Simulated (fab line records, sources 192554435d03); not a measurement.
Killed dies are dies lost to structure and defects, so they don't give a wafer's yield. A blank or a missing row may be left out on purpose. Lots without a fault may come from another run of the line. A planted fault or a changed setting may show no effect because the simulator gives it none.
Split-lot experiment | flow n5_finfet | 7 lots, 39 wafers read, on a route of 1938 steps

THE SPLIT
At N5_PMOS_HMC_CHANNEL_EPI_DEVELOP_08 (develop time 30 s), the setting develop_time_s was moved away from the recipe's 30 s on 15 of the 39 wafers read, by -47.1% to +58.9%. The other wafers ran this setting at the recipe's value.

The file shows no step between the split and the reading.

THE READING
cd_nm, in nm, at N5_PMOS_HMC_CHANNEL_EPI_CD_MEAS_09 (target cd 237.4 nm). Fault-free wafers of this fab line usually give 237.3 nm, standard deviation 0.76 nm.

wafer  | tool, chamber at the split | develop_time_s as run, s | against the recipe | cd_nm, nm | against lot-mates on the recipe
L074.1 | litho_track-01, 0          | 30                       | recipe             | 237.3     | -
L074.2 | litho_track-01, 0          | 30                       | recipe             | 237.0     | -
L074.3 | litho_track-01, 0          | 30                       | recipe             | 237.8     | -
L074.4 | litho_track-01, 0          | 25.07                    | -16.4%             | 236.0     | -1.4
L074.5 | litho_track-01, 0          | 25.07                    | -16.4%             | 235.2     | -2.2
L074.6 | litho_track-01, 0          | 25.07                    | -16.4%             | 235.5     | -1.9
L077.1 | litho_track-02, 0          | 20.45                    | -31.8%             | 235.6     | -2.3
L077.2 | litho_track-02, 0          | 20.45                    | -31.8%             | 234.8     | -3.1
L077.3 | litho_track-02, 0          | 20.45                    | -31.8%             | 236.0     | -1.9
L077.4 | litho_track-02, 0          | 30                       | recipe             | 238.6     | -
L077.5 | litho_track-02, 0          | 30                       | recipe             | 238.0     | -
L077.6 | litho_track-02, 0          | 30                       | recipe             | 237.0     | -
L079.1 | litho_track-02, 0          | 30                       | recipe             | 237.9     | -
L079.2 | litho_track-02, 0          | 47.66                    | +58.9%             | 241.7     | +4.2
L079.3 | litho_track-02, 0          | 30                       | recipe             | 237.4     | -
L079.4 | litho_track-02, 0          | 47.66                    | +58.9%             | 241.1     | +3.6
L079.5 | litho_track-02, 0          | 30                       | recipe             | 237.3     | -
L079.6 | litho_track-02, 0          | 47.66                    | +58.9%             | 240.3     | +2.8
L081.1 | litho_track-01, 0          | 30                       | recipe             | 237.7     | -
L081.2 | litho_track-01, 0          | 30                       | recipe             | 237.2     | -
L081.3 | litho_track-01, 0          | 30                       | recipe             | 237.4     | -
L081.4 | litho_track-01, 0          | 30                       | recipe             | 237.0     | -
L081.5 | litho_track-01, 0          | 30                       | recipe             | 238.6     | -
L081.6 | litho_track-01, 0          | 30                       | recipe             | 237.0     | -
L083.2 | litho_track-01, 0          | 30                       | recipe             | 237.7     | -
L083.5 | litho_track-01, 0          | 30                       | recipe             | 237.9     | -
L083.6 | litho_track-01, 0          | 30                       | recipe             | 237.8     | -
L088.1 | litho_track-04, 0          | 35.76                    | +19.2%             | 237.6     | +0.7
L088.2 | litho_track-04, 0          | 30                       | recipe             | 237.3     | -
L088.3 | litho_track-04, 0          | 30                       | recipe             | 236.8     | -
L088.4 | litho_track-04, 0          | 30                       | recipe             | 236.7     | -
L088.5 | litho_track-04, 0          | 35.76                    | +19.2%             | 238.5     | +1.6
L088.6 | litho_track-04, 0          | 35.76                    | +19.2%             | 239.3     | +2.4
L090.1 | litho_track-02, 0          | 30                       | recipe             | 237.4     | -
L090.2 | litho_track-02, 0          | 30                       | recipe             | 238.4     | -
L090.3 | litho_track-02, 0          | 15.86                    | -47.1%             | 233.6     | -4.6
L090.4 | litho_track-02, 0          | 30                       | recipe             | 238.7     | -
L090.5 | litho_track-02, 0          | 15.86                    | -47.1%             | 235.4     | -2.8
L090.6 | litho_track-02, 0          | 15.86                    | -47.1%             | 233.9     | -4.3

THE FIT
A straight line over all 39 wafers: cd_nm changes by +0.0644 nm for each +1% of develop_time_s; r = +0.92; the points scatter about the line by 0.65 nm.
The same after taking each lot's own level away (the mean of its wafers on the recipe; 39 wafers): +0.071 nm for each +1%; r = +0.95; scatter 0.59 nm.
On that fit, the largest move of develop_time_s shifts the reading by 4.2 nm.
The lots' own levels span 236.93 to 238.17 nm, that is 1.6 times the standard deviation above.
So the lot-to-lot level changes the slope little: the two slopes agree.
Check: with one of the wafers moved furthest among these (+58.9%) left out of the fit, the line predicts +4.01 nm for it against its lot-mates. It came out at +4.17 nm against them.

THE WHOLE CHAIN: every reading that the file lists as answering this split, in the file's order
step                               | what it does                                                           | reading                                                                     | change (the file's fit)                | r (the file's)
N5_PMOS_HMC_CHANNEL_EPI_CD_MEAS_09 | target cd 237.4 nm                                                     | cd_nm                                                                       | +0.0711 nm for each +1% of the setting | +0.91
N5_PMOS_HMC_CHANNEL_EPI_DESCUM_14  | chemistry O2, time 7.9 s                                               | PMOS_HMC_CHANNEL_EPI.cd_nm (the simulator's own value, which no gauge read) | +0.0713 nm for each +1% of the setting | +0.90
N5_PMOS_HMC_CHANNEL_EPI_ETCH_32    | etches BARC in N2/H2, stops on SiO2, target depth 85.8 nm, time 50.3 s | PMOS_HMC_CHANNEL_EPI.cd_nm (the simulator's own value, which no gauge read) | +0.0749 nm for each +1% of the setting | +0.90

THE FILE'S OWN FIT
cd_nm changes by +0.0711 nm for each +1% of develop_time_s, r = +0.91.
